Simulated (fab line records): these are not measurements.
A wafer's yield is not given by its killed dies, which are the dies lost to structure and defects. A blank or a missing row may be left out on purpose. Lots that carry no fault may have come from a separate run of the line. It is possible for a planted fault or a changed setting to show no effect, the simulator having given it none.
fab line records	flow n5_finfet
record: lots: 7	wafers: 21
route steps=1938 shown BEOL_M6@1251 BEOL_M7@1270 BEOL_M8@1368 BEOL_M9@1407
start_h: start of the lot's first displayed wafer, in hours after the record's first day	wait_h: hours since the lot's step before	" as in the row above	L1.1+2: several wafers, shown together as one row	- either no value or no given start	* or withheld: withheld	< > ~ a bound
route shown NAME@n: names a module that has steps shown in the file, with the first one's number in the route	usual: mean/standard deviation of fault-free wafers	same: alike in all rows	chamber/n: place in a boat	sites: readings site by site	_std_site: the standard deviation of these	_edge_site: inner sites' mean taken away from outer sites' mean	radius_mm: how far each site lies from the wafer's centre	mask NAME#n: copy n	behind: the most recent tool/chamber to have shaped the wafer	hold: what put the lot on hold/how long, in hours/how the hold closed	device: names the non-switching transistor (n, p or np)	end of line: at the end of the route, the tests of the same wafers	step lacking rows: just its recipe	killed: dies that structure and defects cost at the first sort, which is not the same as the wafer's yield	map: the dies of a wafer, with x for killed, . for not killed, _ for no die there
set.NAME: the setting the step ran with; set.NAME@STEP: the setting that earlier step ran with	model.NAME: the simulator's own value behind a step, which no gauge read
lots run with intentionally changed settings; tables by step, rows by wafer
== steps ==
step: N5_BEOL_M6_ALD_77
recipe: material: TaN	target_thk_a: 20	temp_c: 275	ald_precursor_family: PDMAT	ald_co_reactant: NH3	pressure_torr: 3	carrier_flow_sccm: 1500	pulse_time_s: 2	purge_time_s: 3	co_reactant_purge_time_s: 2	co_reactant_pulse_time_s: 3	ald_cycles: 40	precursor_vessel_temp_c: 75	precursor_vessel_pressure_torr: 26.25	precursor_vessel_carrier_sccm: 1000
lot.wafer	tool	chamber	start_h	wait_h	set.co_reactant_pulse_time_s
L075.3+4	ald_metal-01	1,0	211.50	0.0	3
L075.6	"	3	"	"	3.67
L078.3	ald_metal-02	0	212.40	0.1	2.616
L078.4+6	"	2,0	"	"	3
L079.3+4	ald_metal-01	0,1	217.67	0.1	2.665
L079.6	"	0	"	"	3
L080.1+2	ald_metal-03	0,1	218.22	0.0	3
L080.4	"	3	"	"	3.507
L086.2+3+5	ald_metal-01	2,3,2	262.05	0.0	3
L090.1	ald_metal-01	3	274.50	0.0	3
L090.4+6	"	1,3	"	"	3.298
L093.1+2+6	ald_metal-02	0,1,2	305.75	0.3	3
step: N5_BEOL_M6_SURFACE_TREAT_79
recipe: gas: Ar	time_s: *	ion_energy_ev: *	ion_current_ma_cm2: 0.5	pressure_mtorr: *	ar_flow_sccm: 30
step: N5_BEOL_M6_CVD_78
recipe: material: Co	target_thk_a: 20	temp_c: withheld	precursor: CCTBA/H2	pressure_torr: 30	time_s: 142.3
step: N5_BEOL_M6_ECD_50
recipe: material: Cu	target_thk_a: 3000
step: N5_BEOL_M6_ANNEAL_51
recipe: temp_c: 225	time_s: 90	ambient: N2
step: N5_BEOL_M6_CMP_52
recipe: stop_on: SiCOH_lowk	t_overpolish_s: 6.9	down_force_psi: 1	platen_rpm: 50	clearing_platen_down_force_psi: 1.5	clearing_platen_rpm: 50	post_cmp_clean: cu_alkaline	target_thk_nm: 80	clearing_platen_pad_velocity_m_s: 0.99484	pad_velocity_m_s: 0.99484
lot.wafer	tool	chamber	start_h	wait_h	set.time_s@BEOL_M6_TRENCH_ETCH_37	model.Cu_of_BEOL_M6_ECD_50.thk_nm
L075.4	cmp-02	3	212.89	0.2	25.5	62.4
L075.3	"	0	"	"	31.5	81.6
L075.6	"	3	"	"	25.5	61.6
L078.4	cmp-01	1	213.93	0.1	31.5	78.4
L078.3	"	0	"	"	25.89	61
L078.6	"	1	"	"	31.5	80.6
L079.3	cmp-03	0	218.85	0.2	31.5	80
L079.4	"	1	"	"	31.5	79.8
L079.6	"	0	"	"	31.5	81.2
L080.4	cmp-02	2	219.27	0.1	31.5	80.8
L080.1	"	3	"	"	31.5	81.4
L080.2	"	0	"	"	31.5	80.4
L086.3	cmp-01	3	263.21	0.3	31.5	78.4
L086.2	"	2	"	"	31.5	76.4
L086.5	"	3	"	"	31.5	80
L090.1	cmp-02	1	275.62	0.3	24.81	57
L090.4	"	2	"	"	24.81	57.4
L090.6	"	3	"	"	31.5	77.8
L093.1	cmp-01	0	307.83	0.3	25.99	62
L093.2	"	1	"	"	31.5	79
L093.6	"	2	"	"	25.99	61.4
step: N5_BEOL_M6_THK_MEAS_53
recipe: thk_meas_gauge: xrf	reads: Cu_of_BEOL_M6_ECD_50
usual: M6_THK: 78.0/1.7
lot.wafer	tool	chamber	start_h	wait_h	set.time_s@BEOL_M6_TRENCH_ETCH_37	M6_THK[nm]
L075.3	film_metro-02	-	213.15	-	31.5	80.8
L075.4	"	-	"	"	25.5	61.4
L075.6	"	-	"	"	25.5	60.9
L078.3	film_metro-01	-	214.22	-	25.89	60.7
L078.4	"	-	"	"	31.5	78.1
L078.6	"	-	"	"	31.5	80.2
L079.3	film_metro-02	-	219.11	-	31.5	78.1
L079.4	"	-	"	"	31.5	78.6
L079.6	"	-	"	"	31.5	79.7
L080.1	film_metro-01	-	219.56	-	31.5	80.3
L080.2	"	-	"	"	31.5	79.6
L080.4	"	-	"	"	31.5	79.5
L086.2	film_metro-01	-	263.50	-	31.5	75.8
L086.3	"	-	"	"	31.5	77.8
L086.5	"	-	"	"	31.5	79.3
L090.1	film_metro-02	-	275.84	-	24.81	56.2
L090.4	"	-	"	"	24.81	56.8
L090.6	"	-	"	"	31.5	76.7
L093.1	film_metro-01	-	308.05	-	25.99	61.5
L093.2	"	-	"	"	31.5	78.3
L093.6	"	-	"	"	25.99	61.0
step: N5_BEOL_M6_PRE_CLEAN_55
recipe: gas: NH3	time_s: 15	temp_c: withheld	rf_power_w: 300
step: N5_BEOL_M6_DEP_56
recipe: material: SiCN	target_thk_a: 100	temp_c: withheld	precursor: 3MS/NH3	pressure_torr: 3	rf_w: 202	time_s: 17.5
step: N5_BEOL_M6_RS_MEAS_57
recipe: thk_meas_gauge: four-point-probe	reads: Cu_of_BEOL_M6_ECD_50+Co_of_BEOL_M6_CVD_78+TaN_of_BEOL_M6_ALD_77
usual: M6_RS: 0.291/0.0074
lot.wafer	tool	chamber	start_h	wait_h	set.time_s@BEOL_M6_TRENCH_ETCH_37	M6_RS[ohm/sq]
L075.3	film_metro-02	-	213.28	0.1	31.5	0.279
L075.4	"	-	"	"	25.5	0.384
L075.6	"	-	"	"	25.5	0.391
L078.3	film_metro-01	-	214.35	0.1	25.89	0.396
L078.4	"	-	"	"	31.5	0.293
L078.6	"	-	"	"	31.5	0.283
L079.3	film_metro-02	-	219.24	0.1	31.5	0.286
L079.4	"	-	"	"	31.5	0.287
L079.6	"	-	"	"	31.5	0.280
L080.1	film_metro-02	-	219.70	0.1	31.5	0.280
L080.2	"	-	"	"	31.5	0.284
L080.4	"	-	"	"	31.5	0.282
L086.2	film_metro-01	-	263.63	0.1	31.5	0.301
L086.3	"	-	"	"	31.5	0.292
L086.5	"	-	"	"	31.5	0.286
L090.1	film_metro-02	-	275.97	0.1	24.81	0.429
L090.4	"	-	"	"	24.81	0.425
L090.6	"	-	"	"	31.5	0.295
L093.1	film_metro-01	-	308.19	0.1	25.99	0.388
L093.2	"	-	"	"	31.5	0.290
L093.6	"	-	"	"	25.99	0.393
step: N5_BEOL_M7_COAT_05
recipe: resist: CAR-ArF	spin_rpm: 1500	resist_thk_nm: 90
lot.wafer	tool	chamber	start_h	wait_h	set.spin_rpm	model.CAR-ArF_of_BEOL_M7_COAT_05.thk_nm
L075.3	litho_track-02	0	-	-	1500	90
L075.4	"	0	"	"	1345	95.2
L075.6	"	0	"	"	1345	95
L078.3+4	litho_track-04	0	-	-	1449	91.4
L078.6	"	0	"	"	1500	89.6
L079.3	litho_track-01	0	-	-	1500	90.8
L079.4	"	0	"	"	1422	93.2
L079.6	"	0	"	"	1422	93
L080.1+4	litho_track-04	0	-	-	1500	89.8
L080.2	"	0	"	"	1447	91.6
L086.2+3+5	litho_track-01	0	-	-	1500	89.8
L090.1+4	litho_track-02	0	-	-	1500	90.2
L090.6	"	0	"	"	1418	93
L093.1+2	litho_track-04	0	-	-	1500	89.8
L093.6	"	0	"	"	1500	90
step: N5_BEOL_M7_EBR_07
recipe: solvent: PGMEA	ebr_width_mm: 1.5
step: N5_BEOL_M7_SOFTBAKE_06
recipe: temp_c: 110	time_s: 60	resist: CAR-ArF
step: N5_BEOL_M7_DESCUM_16
recipe: chemistry: O2	time_s: 7.9	source_power_w: 50	bias_power_w: 20	pressure_mtorr: 20	rf_frequency_hz: 2.712e+07	temp_c: 40	resist: CAR-ArF	o2_flow_sccm: 225
lot.wafer	tool	chamber	start_h	wait_h	set.spin_rpm@BEOL_M7_COAT_05	model.CAR-ArF_of_BEOL_M7_COAT_05.thk_nm
L075.3	rie_diel-01	1	214.53	0.0	1500	83.4
L075.4	"	3	"	"	1345	88.6
L075.6	"	0	"	"	1345	88.4
L078.3	rie_diel-01	3	216.01	0.0	1449	85
L078.4	"	0	"	"	1449	84.8
L078.6	"	1	"	"	1500	83
L079.3	rie_diel-06	0	222.05	0.2	1500	84.2
L079.4+6	"	3	"	"	1422	86.6
L080.1+4	rie_diel-06	3,2	222.30	0.3	1500	83.2
L080.2	"	0	"	"	1447	85.2
L086.2+5	rie_diel-01	3,0	265.90	0.2	1500	83.4
L086.3	"	1	"	"	1500	83.2
L090.1+4	rie_diel-03	3,1	278.64	0.5	1500	83.6
L090.6	"	3	"	"	1418	86.4
L093.1+2	rie_diel-06	3,0	309.51	0.0	1500	83.2
L093.6	"	0	"	"	1500	83.4
step: N5_BEOL_M7_ETCH_61
recipe: chemistry: CF4	target: SiARC	target_depth_a: 455	mask_material: CAR-ArF	time_s: 75.8	ion_energy_ev: 80	pressure_mtorr: 40	source_w: 545	bias_w: 36	Ar_flow_sccm: 100	cf4_flow_sccm: 100	ends: cleared
usual: etch_rf_on_time_s: 75.7/1.5	rf_vpp_V: 184.2/1.2
lot.wafer	tool	chamber	start_h	wait_h	set.source_w	etch_rf_on_time_s	rf_vpp_V
L075.3	rie_diel-01	1	214.57	0.0	643	64.2	173.8
L075.4	"	3	"	"	545	76.9	183.9
L075.6	"	0	"	"	643	67.1	173.4
L078.3	rie_diel-01	3	216.05	0.0	545	76.1	182.6
L078.4	"	0	"	"	601.6	70.9	176.6
L078.6	"	1	"	"	545	74.6	184.1
L079.3	rie_diel-06	0	222.08	0.0	545	75.9	183.6
L079.4	"	3	"	"	450.7	89.8	197.9
L079.6	"	3	"	"	545	75.1	186.1
L080.1	rie_diel-06	3	222.34	0.0	545	74.6	186.2
L080.2	"	0	"	"	545	75.8	184.2
L080.4	"	2	"	"	624.1	67.1	175.6
L086.2	rie_diel-01	3	265.93	0.0	545	78.2	183.2
L086.3	"	1	"	"	545	75.9	182.6
L086.5	"	0	"	"	545	78.2	184.0
L090.1	rie_diel-03	3	278.68	0.0	545	74.5	186.0
L090.4	"	1	"	"	545	79.3	184.5
L090.6	"	3	"	"	545	74.2	184.2
L093.1	rie_diel-06	3	309.55	0.0	545	75.0	185.3
L093.2	"	0	"	"	545	75.8	182.9
L093.6	"	0	"	"	605.6	68.7	175.8
step: N5_BEOL_M8_DESCUM_33
recipe: chemistry: O2	time_s: 7	source_power_w: 50	bias_power_w: 20	pressure_mtorr: 20	rf_frequency_hz: 2.712e+07	temp_c: 40	resist: CAR-EUV	o2_flow_sccm: 225
lot.wafer	tool	chamber	start_h	wait_h	set.time_s	model.CAR-EUV_of_BEOL_M8_COAT_22.thk_nm
L075.3	rie_diel-05	3	222.97	1.4	6.194	26.6
L075.4+6	"	2,3	"	"	7	26.2
L078.3+4	rie_diel-02	3,1	226.24	0.9	6.278	26.6
L078.6	"	3	"	"	7	26.2
L079.3	rie_diel-04	3	231.07	1.1	7	26.2
L079.4	"	1	"	"	6.059	26.6
L079.6	"	1	"	"	6.059	26.4
L080.1	rie_diel-02	1	231.26	1.1	7	26
L080.2+4	"	0,2	"	"	7	25.8
L086.2+3+5	rie_diel-04	2,1,3	276.11	0.0	7	26.2
L090.1+6	rie_diel-02	2,1	287.18	0.0	7	26
L090.4	"	0	"	"	8.113	25.6
L093.1	rie_diel-05	0	322.10	0.0	7	26
L093.2	"	3	"	"	7.81	25.8
L093.6	"	0	"	"	7.81	25.6
step: N5_BEOL_M8_ETCH_72
recipe: chemistry: N2/H2	target: underlayer	target_depth_a: 65	mask_material: CAR-EUV	time_s: 5.2	ion_energy_ev: 200	pressure_mtorr: 30	source_w: 840	bias_w: 150	n2_flow_sccm: 200	h2_flow_sccm: 200	ends: cleared
lot.wafer	tool	chamber	start_h	wait_h	set.time_s@BEOL_M8_DESCUM_33	model.CAR-EUV_of_BEOL_M8_COAT_22.thk_nm
L075.3	rie_diel-05	3	223.01	0.0	6.194	20.8
L075.4+6	"	2,3	"	"	7	20.4
L078.3+4	rie_diel-02	3,1	226.28	0.0	6.278	20.8
L078.6	"	3	"	"	7	20.4
L079.3	rie_diel-04	3	231.10	0.0	7	20.4
L079.4+6	"	1	"	"	6.059	20.8
L080.1+2	rie_diel-02	1,0	231.29	0.0	7	20.2
L080.4	"	2	"	"	7	20
L086.2+3+5	rie_diel-04	2,1,3	276.15	0.0	7	20.4
L090.1+6	rie_diel-02	2,1	287.22	0.0	7	20.2
L090.4	"	0	"	"	8.113	19.8
L093.1	rie_diel-05	0	322.13	0.0	7	20.4
L093.2+6	"	3,0	"	"	7.81	20
step: N5_BEOL_M8_ETCH_65
recipe: chemistry: CF4	target: SiARC	target_depth_a: 156	mask_material: CAR-EUV	time_s: 26	ion_energy_ev: 80	pressure_mtorr: 40	source_w: 545	bias_w: 36	Ar_flow_sccm: 100	cf4_flow_sccm: 100	ends: cleared
lot.wafer	tool	chamber	start_h	wait_h	set.time_s@BEOL_M8_DESCUM_33	model.CAR-EUV_of_BEOL_M8_COAT_22.thk_nm
L075.3	rie_diel-05	3	223.03	0.0	6.194	11.6
L075.4+6	"	2,3	"	"	7	11.2
L078.3+4	rie_diel-02	3,1	226.29	0.0	6.278	11.4
L078.6	"	3	"	"	7	11.2
L079.3	rie_diel-04	3	231.12	0.0	7	11.2
L079.4+6	"	1	"	"	6.059	11.6
L080.1+2+4	rie_diel-02	1,0,2	231.31	0.0	7	11
L086.2+3+5	rie_diel-04	2,1,3	276.16	0.0	7	11.2
L090.1+6	rie_diel-02	2,1	287.23	0.0	7	11
L090.4	"	0	"	"	8.113	10.6
L093.1	rie_diel-05	0	322.15	0.0	7	11.2
L093.2+6	"	3,0	"	"	7.81	10.8
step: N5_BEOL_M8_TRENCH_ETCH_37
recipe: chemistry: C4F6/O2	target_depth_a: 934.78	target: SiCOH_lowk	time_s: 31.2	ion_energy_ev: 250	pressure_mtorr: 30	source_w: 345	bias_w: 185	Ar_flow_sccm: 300	C4F6_flow_sccm: 10	O2_flow_sccm: 10
usual: rf_vpp_V: 667/9.6
lot.wafer	tool	chamber	start_h	wait_h	set.bias_w	rf_vpp_V	model.etch.depth_nm	model.BEOL_M8.feature_depth_nm
L075.3	rie_diel-05	3	-	-	205.7	730	95.73	95.8
L075.4	"	2	"	"	185	671	92.62	92.6
L075.6	"	3	"	"	205.7	732	95.52	95.6
L078.3	rie_diel-02	3	-	-	185	661	93.48	93.4
L078.4	"	1	"	"	185	657	92.86	92.8
L078.6	"	3	"	"	185	662	93.62	93.6
L079.3	rie_diel-04	3	-	-	185	683	92.3	92.4
L079.4	"	1	"	"	158.7	584	88.28	88.2
L079.6	"	1	"	"	158.7	584	88.41	88.4
L080.1	rie_diel-02	1	-	-	185	656	93.35	93.4
L080.2	"	0	"	"	185	673	91.99	92
L080.4	"	2	"	"	185	651	91.98	92
L086.2	rie_diel-04	2	-	-	185	673	92.99	93
L086.3	"	1	"	"	185	657	91.58	91.6
L086.5	"	3	"	"	185	682	91.74	91.8
L090.1	rie_diel-02	2	-	-	185	648	92.9	93
L090.4	"	0	"	"	185	673	92.54	92.6
L090.6	"	1	"	"	170.2	614	91.05	91
L093.1	rie_diel-05	0	-	-	185	665	92.86	92.8
L093.2	"	3	"	"	198.1	708	93.05	93
L093.6	"	0	"	"	185	662	92.03	92
step: N5_BEOL_M8_ETCH_41
recipe: chemistry: CH3F/O2	target: SiCN	target_depth_a: 319	taper_deg: 2	time_s: 57.8	ion_energy_ev: 120	mask_material: TiN	pressure_mtorr: 30	source_w: 395	bias_w: 75	Ar_flow_sccm: 150	CH3F_flow_sccm: 30	O2_flow_sccm: 20
step: N5_BEOL_M8_STRIP_80
recipe: chemistry: N2/H2	time_s: 10	power_w: 450	temp_c: 40	pressure_mtorr: 20	rf_frequency_hz: 6e+07	bias_power_w: 7	n2_flow_sccm: 200	h2_flow_sccm: 200
step: N5_BEOL_M8_OCD_MEAS_38
usual: trench_depth_nm: 92.3/1.2
lot.wafer	tool	chamber	start_h	wait_h	set.bias_w@BEOL_M8_TRENCH_ETCH_37	trench_depth_nm
L075.3	ocd-01	-	223.41	-	205.7	96.1
L075.4	"	-	"	"	185	92.5
L075.6	"	-	"	"	205.7	95.0
L078.3	ocd-02	-	226.67	-	185	92.9
L078.4	"	-	"	"	185	93.2
L078.6	"	-	"	"	185	93.8
L079.3	ocd-02	-	231.50	-	185	91.7
L079.4	"	-	"	"	158.7	88.3
L079.6	"	-	"	"	158.7	88.2
L080.1	ocd-01	-	231.69	-	185	93.7
L080.2	"	-	"	"	185	92.7
L080.4	"	-	"	"	185	92.1
L086.2	ocd-02	-	276.54	-	185	92.6
L086.3	"	-	"	"	185	91.3
L086.5	"	-	"	"	185	91.2
L090.1	ocd-01	-	287.61	-	185	92.8
L090.4	"	-	"	"	185	92.0
L090.6	"	-	"	"	170.2	90.8
L093.1	ocd-02	-	322.52	-	185	92.9
L093.2	"	-	"	"	198.1	93.2
L093.6	"	-	"	"	185	91.7
step: N5_BEOL_M9_COAT_60
recipe: resist: SiARC	temp_c: 220	time_s: 60	spin_rpm: 1500	resist_thk_nm: 30
lot.wafer	tool	chamber	start_h	wait_h	set.spin_rpm	model.SiARC_of_BEOL_M9_COAT_60.thk_nm
L075.3+4	litho_track-01	0	-	-	1392	31.4
L075.6	"	0	"	"	1500	30.2
L078.3+4	litho_track-01	0	-	-	1500	30
L078.6	"	0	"	"	1567	29.4
L079.3+6	litho_track-01	0	-	-	1500	30
L079.4	"	0	"	"	1500	30.2
L080.1+2	litho_track-02	0	-	-	1500	30.2
L080.4	"	0	"	"	1573	29.4
L086.2+3	litho_track-05	0	-	-	1500	29.8
L086.5	"	0	"	"	1500	30
L090.1+4+6	litho_track-01	0	-	-	1500	30.2
L093.1	litho_track-05	0	-	-	1500	30
L093.2+6	"	0	"	"	1585	29.2
== key ==
split: step: N5_BEOL_M6_ALD_77	setting: co_reactant_pulse_time_s	stated: 3	by: wafer
response none clear
split: step: N5_BEOL_M7_COAT_05	setting: spin_rpm	stated: 1500	by: wafer
response: step: N5_BEOL_M7_COAT_05	reading: model.CAR-ArF_of_BEOL_M7_COAT_05.thk_nm	change: -0.492	per: 1%	r: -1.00
response: step: N5_BEOL_M7_DESCUM_16	reading: model.CAR-ArF_of_BEOL_M7_COAT_05.thk_nm	change: -0.501	per: 1%	r: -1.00
split: step: N5_BEOL_M7_ETCH_61	setting: source_w	stated: 545	by: wafer
response: step: N5_BEOL_M7_ETCH_61	reading: etch_rf_on_time_s	change: *	per: 1%	r: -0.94
response: step: N5_BEOL_M7_ETCH_61	reading: rf_vpp_V	change: -0.667	per: 1%	r: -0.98
split: step: N5_BEOL_M8_DESCUM_33	setting: time_s	stated: 7	by: wafer
response: step: N5_BEOL_M8_DESCUM_33	reading: model.CAR-EUV_of_BEOL_M8_COAT_22.thk_nm	change: -0.028	per: 1%	r: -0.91
response: step: N5_BEOL_M8_ETCH_72	reading: model.CAR-EUV_of_BEOL_M8_COAT_22.thk_nm	change: -0.0311	per: 1%	r: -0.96
response: step: N5_BEOL_M8_ETCH_65	reading: model.CAR-EUV_of_BEOL_M8_COAT_22.thk_nm	change: -0.0286	per: 1%	r: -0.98
split: step: N5_BEOL_M8_TRENCH_ETCH_37	setting: bias_w	stated: 185	by: wafer
response: step: N5_BEOL_M8_TRENCH_ETCH_37	reading: rf_vpp_V	change: +6.3	per: 1%	r: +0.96
response: step: N5_BEOL_M8_TRENCH_ETCH_37	reading: model.etch.depth_nm	change: +0.244	per: 1%	r: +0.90
response: step: N5_BEOL_M8_TRENCH_ETCH_37	reading: model.BEOL_M8.feature_depth_nm	change: +0.253	per: 1%	r: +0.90
response: step: N5_BEOL_M8_OCD_MEAS_38	reading: trench_depth_nm	change: +0.233	per: 1%	r: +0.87
split: step: N5_BEOL_M9_COAT_60	setting: spin_rpm	stated: 1500	by: wafer
response: step: N5_BEOL_M9_COAT_60	reading: model.SiARC_of_BEOL_M9_COAT_60.thk_nm	change: -0.155	per: 1%	r: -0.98
split outside_this_file step=N5_BEOL_M6_TRENCH_ETCH_37 setting=time_s
split outside_this_file: this setting was split too, and the file shows its column; the key of that split is in another file
